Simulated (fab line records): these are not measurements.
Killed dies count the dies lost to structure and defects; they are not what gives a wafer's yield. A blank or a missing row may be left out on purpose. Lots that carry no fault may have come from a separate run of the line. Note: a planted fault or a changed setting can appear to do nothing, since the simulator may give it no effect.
Split-lot study    flow n5Finfet    21 wafers read from 7 lots, route of 1938 steps

## THE SPLIT ITSELF
At N5_MIM_BOT_ETCH_ETCH_04 (etches SiNx in CF4/O2, target depth 26 nm, time 13 s), the setting timeS was moved away from the recipe's 13 s on 9 of the 21 wafers read, by -16.6% to +9.5%. The other wafers ran this setting at the recipe's value.

The split's own step is where the reading is taken.

## THE READING
etch.depthNm (the simulator's own value, which no gauge read), in nm, at N5_MIM_BOT_ETCH_ETCH_04 (etches SiNx in CF4/O2, target depth 26 nm, time 13 s). No usual value for it is given in the file. Average 26.16 nm, standard deviation 0.45 nm, over the 12 wafers here run with the recipe.

wafer   tool, chamber at the split  timeS as run, s  against the recipe  etch.depthNm, nm  against lot-mates on the recipe
L074.1  rieDiel-04, 1               11.7             -10.0%              22.91             no lot-mate on the recipe
L074.2  rieDiel-04, 0               11.7             -10.0%              23.64             no lot-mate on the recipe
L074.3  rieDiel-04, 3               11.7             -10.0%              23.75             no lot-mate on the recipe
L083.2  rieDiel-03, 3               10.84            -16.6%              21.15             -4.46
L083.3  rieDiel-03, 1               13               recipe              25.91             -
L083.6  rieDiel-03, 3               13               recipe              25.31             -
L090.3  rieDiel-02, 1               13               recipe              26.88             -
L090.4  rieDiel-02, 3               14.24            +9.5%               28.85             +1.97
L090.5  rieDiel-02, 0               14.24            +9.5%               29.12             +2.24
L092.1  rieDiel-02, 0               13               recipe              26.37             -
L092.2  rieDiel-02, 3               13               recipe              25.92             -
L092.3  rieDiel-02, 1               13               recipe              26.95             -
L089.1  rieDiel-03, 3               13.81            +6.2%               27.27             no lot-mate on the recipe
L089.2  rieDiel-03, 1               13.81            +6.2%               27.85             no lot-mate on the recipe
L089.3  rieDiel-03, 0               13.81            +6.2%               28.39             no lot-mate on the recipe
L093.3  rieDiel-04, 1               13               recipe              25.64             -
L093.4  rieDiel-04, 0               13               recipe              25.96             -
L093.5  rieDiel-04, 3               13               recipe              26.08             -
L095.4  rieDiel-04, 3               13               recipe              26.37             -
L095.5  rieDiel-04, 0               13               recipe              26.36             -
L095.6  rieDiel-04, 2               13               recipe              26.19             -

THE FIT
A straight line over all 21 wafers: etch.depthNm changes by +0.286 nm for each +1% of timeS; r = +0.98; the points scatter about the line by 0.44 nm.
The same after taking each lot's own level away (the mean of its wafers on the recipe; 15 wafers): +0.25 nm for each +1%; r = +0.98; scatter 0.29 nm.
According to that fit, moving timeS by its largest amount changes the reading by 4.2 nm.
From 25.610 to 26.880 nm: that is the span of the lots' own levels, equal to 2.8 times the standard deviation above.
In other words, the slope is changed by the lot-to-lot level; the two fits disagree.
Check: for one of the wafers moved furthest among these (-16.6%), held out of the fit, the line's prediction against its lot-mates is -3.67 nm. Against them it came out at -4.46 nm.

## THE OTHER SPLITS THESE WAFERS WENT THROUGH
Before the reading, these wafers also passed through other splits. Each is held against what the fit with the lots' levels taken away leaves over:
other split on the same wafers    wafers away from the commonest value  r with etch.depthNm (lot level and that fit taken away)
N5_BEOL_M11_EXPOSE_25 doseMj      6                                     +0.19
N5_BEOL_M13_COAT_65 spinRpm       9                                     +0.29
N5_BEOL_M13_EXPOSE_25 doseMj      6                                     -0.20
N5_BEOL_M14_ETCH_68 timeS         4                                     +0.07
N5_BEOL_M15_TRENCH_ETCH_34 biasW  10                                    +0.10

## THE FILE'S OWN FIT
etch.depthNm changes by +0.257 nm for each +1% of timeS, r = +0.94.
